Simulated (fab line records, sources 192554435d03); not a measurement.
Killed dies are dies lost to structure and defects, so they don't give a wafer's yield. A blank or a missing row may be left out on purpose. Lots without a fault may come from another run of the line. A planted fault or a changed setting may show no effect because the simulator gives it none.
Chamber matching | flow n5_finfet | N5_GATE_CUT_ALD_22 on ald_sin-01: 4 sister chambers
The step deposits SiNx, target thk 16 nm, pulse time 1 s, ald cycles 320. 4 wafers are shown with their chamber, then 10 later ones without.

WAFERS WITH THEIR CHAMBER
wafer  | chamber | heater_power_w (W)
L090.2 | 0       | 1036
L090.5 | 3       | 742
L091.3 | 1       | 889
L091.4 | 2       | 981

WAFERS WITHOUT THEIR CHAMBER
wafer  | heater_power_w (W)
L091.6 | 947
L093.1 | 1006
L093.4 | 967
L093.6 | 752
L094.1 | 1024
L094.2 | 731
L094.3 | 882
L097.2 | 983
L097.4 | 1005
L097.5 | 757

WHICH CHAMBER EACH WENT THROUGH
wafer  | from the rows above     | in truth
L091.6 | can't be placed: 2 or 1 | 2
L093.1 | can't be placed: 2 or 0 | 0
L093.4 | 2                       | 2
L093.6 | 3                       | 3
L094.1 | can't be placed: 0 or 2 | 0
L094.2 | 3                       | 3
L094.3 | 1                       | 1
L097.2 | 2                       | 2
L097.4 | can't be placed: 2 or 0 | 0
L097.5 | 3                       | 3
Placed correctly: 6 of 10. Can't be placed from these rows: 4 (the true chamber is among the candidates in 4). Placed wrongly: 0.
How it was worked out, from the rows above alone: a wafer's distance from a chamber is the root of the sum, over the readings, of the square of ((its reading less the chamber's mean) divided by the reading's scatter). The wafer belongs to the nearest chamber; if the next one is less than 2 further off, it can't be placed. A chamber's mean is the mean of its shown wafers. The scatter: with one shown wafer a chamber, the root of the mean of the squares of how far each hidden wafer lies from its nearest shown one.
